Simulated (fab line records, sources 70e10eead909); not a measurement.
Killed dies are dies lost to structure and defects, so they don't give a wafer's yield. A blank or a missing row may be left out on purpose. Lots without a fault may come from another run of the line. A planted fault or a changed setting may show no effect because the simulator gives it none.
fab line records | flow nand_harc
record lots=13 wafers=39 last_day=33
route steps=1302 shown A_STAIRCASE@872 HYBRID_BOND@1237 THIN_TSV@1273 END@1302
lots that met no fault: from a run of the same line without faults
start_h: hours from the record's first day to the start of the lot's first wafer shown | wait_h: hours since the lot's step before | " the same as in the row above | L1.1+2: a row that stands for several wafers | - no value, or no start given | * or withheld: withheld | < > ~ a bound
route shown NAME@n: a module of which the file shows steps, and the number in the route of the first | usual: mean/standard deviation of fault-free wafers | same: alike in all rows | chamber/n: place in a boat | sites: the reading at each site | _std_site: their standard deviation | _edge_site: outer sites' mean less inner sites' | radius_mm: how far each site lies from the wafer's centre | mask NAME#n: copy n | behind: the tool/chamber that last shaped the wafer | hold: why the lot was held/for how many hours/how that ended | device: the transistor (n, p or np) that didn't switch | end of line: the same wafers' tests at the end of the route | a step without rows: its recipe alone | killed: dies lost to structure and defects at the first sort, not the wafer's yield | map: a wafer's dies, x killed, . not, _ none there
set.NAME: the setting as run; set.NAME@STEP: as run at that earlier step | model.NAME: the simulator's own value behind a step, which no gauge read
steps of the route over a sample of lots; a table a step, a row a wafer
services: from which hour (start_h, from the record's first day; less than 0 if before it) a tool's chamber was out of use, for how many hours, and why
## steps
# step NHARC_A_STAIRCASE_STRIP_446
# recipe power_w=1500 temp_c=250 chemistry=O2
# usual drypump_motor_current_A=5.7/0.67 heater_power_w=304/30
# columns lot.wafer tool chamber start_h wait_h drypump_motor_current_A heater_power_w rf_hours_counter_h
L231.3 plasma_asher-02 1 450.15 0.1 6.3 274 -
L231.4 " 0 " " 6.3 296 -
L231.6 " 1 " " 6.3 278 -
L234.1 plasma_asher-02 0 469.93 0.0 6.3 301 7
L234.3 " 1 " " 6.3 273 -
L234.6 " 1 " " 6.3 276 -
L236.1 plasma_asher-02 1 494.72 0.0 6.3 273 13
L236.2 " 0 " " 6.2 297 13
L236.4 " 1 " " 6.3 284 -
L237.2 plasma_asher-02 0 500.31 0.1 6.2 302 14
L237.3 " 1 " " 6.3 276 -
L237.6 " 0 " " 6.2 304 -
L238.2 plasma_asher-02 0 517.92 0.1 6.2 298 18
L238.3 " 0 " " 6.2 305 -
L238.5 " 1 " " 6.4 280 -
L239.4 plasma_asher-01 1 518.11 0.1 4.7 333 -
L239.3 " 0 " " 5.3 286 -
L239.6 " 0 " " 5.3 299 -
L240.2 plasma_asher-02 1 535.37 0.1 6.4 273 23
L240.3 " 1 " " 6.3 274 -
L240.5 " 1 " " 6.3 279 -
L243.1 plasma_asher-02 0 548.93 0.0 6.2 298 25
L243.4 " 1 " " 6.4 271 -
L243.5 " 0 " " 6.2 298 -
L245.4 plasma_asher-02 0 572.38 0.1 6.2 304 -
L245.5 " 0 " " 6.2 298 -
L245.6 " 1 " " 6.3 275 -
L244.2 plasma_asher-01 0 572.49 0.1 5.3 282 7
L244.3 " 0 " " 5.3 285 -
L244.6 " 0 " " 5.3 283 -
L251.2 plasma_asher-01 1 643.18 0.0 4.7 363 23
L251.1 " 0 " " 5.3 276 23
L251.4 " 1 " " 4.7 369 -
L252.2 plasma_asher-02 1 652.64 0.1 6.3 284 8
L252.4 " 1 " " 6.3 286 -
L252.6 " 0 " " 6.2 330 -
L253.3 plasma_asher-01 0 652.73 0.1 5.3 296 -
L253.4 " 1 " " 4.7 364 -
L253.5 " 0 " " 5.3 279 -
# step NHARC_HYBRID_BOND_ACTIVATE_00
# recipe time_s=60 n2_flow_sccm=200 ar_flow_sccm=0 bias_power_w=0 chemistry=N2
# usual drypump_motor_current_A=6.0/0.46 oes_product_au=0.993/0.012 rf_vpp_V=64.1/0.91 showerhead_plenum_p_Torr=1.77/0.091
# same bias_power_w=0
# columns lot.wafer tool chamber start_h wait_h drypump_motor_current_A oes_product_au rf_hours_counter_h rf_vpp_V showerhead_plenum_p_Torr
L231.3 rie_diel-11 2 546.95 0.1 6.4 1.000 11 64.2 1.79
L231.4 " 1 " " 5.8 0.988 11 62.7 1.65
L231.6 " 2 " " 6.4 0.993 - 65.0 1.79
L234.1 rie_diel-11 1 565.58 0.1 5.8 0.975 12 64.5 1.65
L234.3 " 0 " " 6.6 0.993 11 64.8 1.69
L234.6 " 1 " " 5.8 0.965 - 64.4 1.65
L236.2 rie_diel-11 2 593.59 0.1 6.4 1.003 16 63.6 1.79
L236.1 " 0 " " 6.6 0.985 14 64.3 1.69
L236.4 " 1 " " 5.8 0.983 15 62.9 1.64
L237.2 rie_diel-11 0 607.60 0.1 6.6 0.984 15 63.8 1.69
L237.3 " 2 " " 6.4 1.012 17 62.9 1.79
L237.6 " 1 " " 5.8 0.971 - 62.7 1.64
L238.2 rie_diel-01 3 615.76 0.1 5.6 0.999 18 64.1 1.86
L238.3 " 0 " " 4.7 0.999 16 64.5 1.75
L238.5 " 3 " " 5.7 1.003 - 64.5 1.86
L239.4 rie_diel-11 0 618.50 0.7 6.6 0.973 0 62.8 1.69
L239.3 " 1 " " 5.8 0.995 0 63.7 1.64
L239.6 " 0 " " 6.6 0.979 - 63.6 1.69
L240.3 rie_diel-11 0 630.19 0.1 6.6 0.967 1 62.2 1.69
L240.2 " 1 " " 5.8 0.997 1 64.4 1.64
L240.5 " 0 " " 6.6 0.971 - 63.5 1.69
L243.4 rie_diel-11 2 652.22 0.1 6.4 0.986 3 64.5 1.79
L243.1 " 3 " " 5.6 0.993 3 66.3 1.88
L243.5 " 2 " " 6.4 0.999 - 63.3 1.79
L244.2 rie_diel-11 3 669.55 0.1 5.7 1.002 4 64.9 1.88
L244.3 " 0 " " 6.6 0.978 4 64.4 1.69
L244.6 " 2 " " 6.4 1.002 - 64.2 1.79
L245.4 rie_diel-11 3 673.44 0.1 5.6 1.002 5 64.7 1.88
L245.5 " 0 " " 6.6 0.976 - 65.4 1.69
L245.6 " 1 " " 5.8 0.989 - 63.8 1.64
L251.4 rie_diel-11 3 743.81 0.1 5.7 0.999 11 64.8 1.88
L251.2 " 0 " " 6.6 0.984 10 63.5 1.69
L251.1 " 1 " " 5.8 0.980 10 62.7 1.64
L252.2 rie_diel-01 3 751.58 0.1 5.7 1.007 1 63.5 1.85
L252.4 " 0 " " 4.7 1.015 2 64.4 1.74
L252.6 " 1 " " 6.1 1.019 - 62.3 1.71
L253.4 rie_diel-11 1 758.46 0.1 5.8 0.972 13 63.0 1.64
L253.3 " 0 " " 6.6 0.970 11 64.5 1.69
L253.5 " 1 " " 5.8 0.967 - 64.7 1.64
# step NHARC_THIN_TSV_PVD_51
# recipe target_thk_a=1000 chamber_pressure_pa=5 material=Cu
# usual throttle_valve_pct=29.7/0.9
# columns lot.wafer tool chamber start_h wait_h throttle_valve_pct
L231.3 pvd_sputter-03 - - - 31.2
L231.4 " - " " 29.9
L231.6 " - " " 29.3
L234.1 pvd_sputter-03 - - - 29.3
L234.3 " - " " 31.4
L234.6 " - " " 29.7
L236.2 pvd_sputter-03 - - - 29.3
L236.4 " - " " 31.2
L236.1 " - " " 29.3
L237.3 pvd_sputter-03 - - - 31.0
L237.2 " - " " 29.2
L237.6 " - " " 31.0
L238.3 pvd_sputter-02 - - - 28.5
L238.2 " - " " 30.1
L238.5 " - " " 28.5
L239.3 pvd_sputter-03 - - - 29.1
L239.4 " - " " 31.1
L239.6 " - " " 29.1
L240.2 pvd_sputter-02 - - - 28.4
L240.3 " - " " 30.8
L240.5 " - " " 30.1
L243.1 pvd_sputter-01 - - - 29.5
L243.4 " - " " 29.0
L243.5 " - " " 29.4
L244.3 pvd_sputter-03 - - - 29.7
L244.2 " - " " 29.1
L244.6 " - " " 31.1
L245.4 pvd_sputter-01 - - - 30.5
L245.6 " - " " 29.4
L245.5 " - " " 29.0
L251.1 pvd_sputter-03 - - - 29.9
L251.2 " - " " 31.2
L251.4 " - " " 30.0
L252.4 pvd_sputter-02 - - - 29.4
L252.2 " - " " 28.2
L252.6 " - " " 31.1
L253.4 pvd_sputter-01 - - - 28.9
L253.3 " - " " 28.0
L253.5 " - " " 28.0
# step NHARC_THIN_TSV_PRE_CLEAN_54
# recipe time_s=30 temp_c=280 gas=H2/He
# usual heater_power_w=393/47
# columns lot.wafer tool chamber start_h wait_h heater_power_w
L231.4 pvd_sputter-02 - 563.85 0.1 419
L231.3 " - " " 326
L231.6 " - " " 329
L234.1 pvd_sputter-03 - 583.45 0.1 478
L234.3 " - " " 449
L234.6 " - " " 359
L236.1 pvd_sputter-02 - 610.60 0.1 366
L236.2 " - " " 427
L236.4 " - " " 332
L237.2 pvd_sputter-02 - 624.64 0.1 389
L237.3 " - " " 356
L237.6 " - " " 390
L238.2 pvd_sputter-03 - 633.08 0.1 361
L238.3 " - " " 411
L238.5 " - " " 364
L239.3 pvd_sputter-01 - 634.07 0.1 319
L239.4 " - " " 399
L239.6 " - " " 416
L240.3 pvd_sputter-02 - 647.36 0.0 366
L240.2 " - " " 331
L240.5 " - " " 432
L243.1 pvd_sputter-01 - 667.51 0.1 430
L243.4 " - " " 363
L243.5 " - " " 430
L244.2 pvd_sputter-01 - 692.50 0.1 423
L244.3 " - " " 400
L244.6 " - " " 353
L245.4 pvd_sputter-02 - 693.95 0.0 448
L245.5 " - " " 431
L245.6 " - " " 340
L251.4 pvd_sputter-03 - 762.67 0.1 474
L251.2 " - " " 354
L251.1 " - " " 452
L252.2 pvd_sputter-03 - 768.73 0.1 465
L252.4 " - " " 342
L252.6 " - " " 428
L253.4 pvd_sputter-01 - 777.37 0.0 330
L253.3 " - " " 374
L253.5 " - " " 434
# step NHARC_END_SORT_01
# recipe temp_c=25
# usual killed_at_array=58/22 killed_at_other=1.0/1.3 killed_at_periphery=5/3.4 killed_dies=64/22 killed_open=3.6/1.8 killed_short=2.4/1.7
# same gross_dies=677
# columns lot.wafer tool chamber start_h wait_h killed_at_array killed_at_other killed_at_periphery killed_dies killed_open killed_short
L243.1 prober-02 0 677.43 2.5 177 0 2 179 2 4
L243.4 prober-02 0 679.82 3.4 171 0 1 172 0 1
L243.5 prober-02 0 680.61 3.7 181 0 3 184 4 0
L245.4 prober-02 0 705.16 3.4 169 3 2 174 0 3
L245.5 prober-02 0 705.97 3.7 160 0 8 168 2 5
L245.6 prober-02 0 706.78 4.0 162 0 8 170 4 5
# killed by level:class
L243.1 A_STAIRCASE:unspecified=87 A_CHANNEL_HOLE_D1:chamber_film_flake=36 A_SLIT:chamber_film_flake=24 A_CHANNEL_HOLE_D2:chamber_film_flake=18 A_CHANNEL_FILL_D1:geometric_particle:short=2 A_WL_FILL:chamber_film_flake=2 A_M1:chamber_film_flake=2 P_CONTACT:geometric_particle:open=1
L243.4 A_STAIRCASE:unspecified=90 A_CHANNEL_HOLE_D1:chamber_film_flake=41 A_SLIT:chamber_film_flake=23 A_CHANNEL_HOLE_D2:chamber_film_flake=12 A_M1:chamber_film_flake=2 P_M2:geometric_particle:short=1 A_CHANNEL_FILL_D1:chamber_film_flake=1 A_DECK1_JOINT:chamber_film_flake=1
L243.5 A_STAIRCASE:unspecified=96 A_CHANNEL_HOLE_D1:chamber_film_flake=30 A_SLIT:chamber_film_flake=27 A_CHANNEL_HOLE_D2:chamber_film_flake=15 A_M1:chamber_film_flake=4 A_CHANNEL_FILL_D1:geometric_particle:open=2 P_M2:geometric_particle:open=1 A_CHANNEL_HOLE_D1:geometric_particle:open=1
L245.4 A_STAIRCASE:unspecified=93 A_CHANNEL_HOLE_D1:chamber_film_flake=36 A_SLIT:chamber_film_flake=30 A_CONTACT:chamber_film_flake=4 THIN_TSV:chamber_film_flake=3 A_CHANNEL_FILL_D1:geometric_particle:short=2 A_CHANNEL_FILL_D2:chamber_film_flake=2 A_M1:geometric_particle:short=1
L245.5 A_STAIRCASE:unspecified=96 A_CHANNEL_HOLE_D1:chamber_film_flake=27 A_SLIT:chamber_film_flake=23 A_CONTACT:chamber_film_flake=7 P_ZERO_WELL:chamber_film_flake=3 P_M2:chamber_film_flake=3 P_STI:geometric_particle:open=1 A_SOURCE_PLATE:geometric_particle:short=1
L245.6 A_STAIRCASE:unspecified=85 A_SLIT:chamber_film_flake=35 A_CHANNEL_HOLE_D1:chamber_film_flake=30 P_M2:chamber_film_flake=3 A_CHANNEL_FILL_D1:geometric_particle:short=2 P_GATE:chamber_film_flake=2 A_STAIRCASE:chamber_film_flake=2 A_CONTACT:chamber_film_flake=2
## services
# columns tool chamber start_h hours kind
plasma_asher-02 - 426.87 9.0 pm
rie_diel-11 - 432.50 9.0 pm
pvd_sputter-01 - 453.93 2.6 repair
pvd_sputter-02 - 457.09 1.5 repair
rie_diel-11 3 458.87 7.3 repair
pvd_sputter-01 - 464.48 0.5 repair
pvd_sputter-02 - 473.84 10.0 pm
pvd_sputter-02 - 525.18 2.5 repair
pvd_sputter-03 - 526.03 10.0 pm
pvd_sputter-01 - 536.51 1.5 repair
pvd_sputter-03 - 562.72 8.9 repair
pvd_sputter-01 - 582.08 10.0 pm
rie_diel-11 0 583.12 2.5 repair
pvd_sputter-01 - 599.27 1.2 repair
plasma_asher-02 - 603.89 9.0 pm
rie_diel-11 - 609.50 9.0 pm
pvd_sputter-03 - 637.22 10.8 repair
pvd_sputter-02 - 651.84 10.0 pm
pvd_sputter-03 - 704.03 10.0 pm
plasma_asher-02 - 712.12 0.7 repair
pvd_sputter-03 - 714.56 0.5 repair
pvd_sputter-02 - 718.06 2.8 repair
pvd_sputter-02 - 723.63 26.1 repair
rie_diel-11 - 744.09 0.6 repair
## key
first_sign step=NHARC_END_SORT_01 reading=killed_at_array direction=up sigmas=5.1 usual=58 struck=170
effect step=NHARC_END_SORT_01 reading=killed_dies direction=up sigmas=5.1 usual=64 struck=174
more_kills_born_at NHARC_A_STAIRCASE_STRIP_446@plasma_asher-02=547
met_at NHARC_A_STAIRCASE_STRIP_446
struck_lots L243,L245
tester_left_out L243,L245
not_acting_at NHARC_HYBRID_BOND_ACTIVATE_00,NHARC_THIN_TSV_PVD_51,NHARC_THIN_TSV_PRE_CLEAN_54
onset_between 535.37 548.93
fault kind=chamber_particle_source tool=plasma_asher-02 chamber=- onset_h=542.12 steps=NHARC_A_STAIRCASE_STRIP_446 rate_per_visit_cm2=1.2589 end_h=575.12
# tester_left_out: of these lots the tester's yield and bins aren't shown, on N5 and GAA mostly nor the transistor test; their killed dies are dies lost to structure and defects alone, not to doping, threshold or leakage, so they don't give the yield
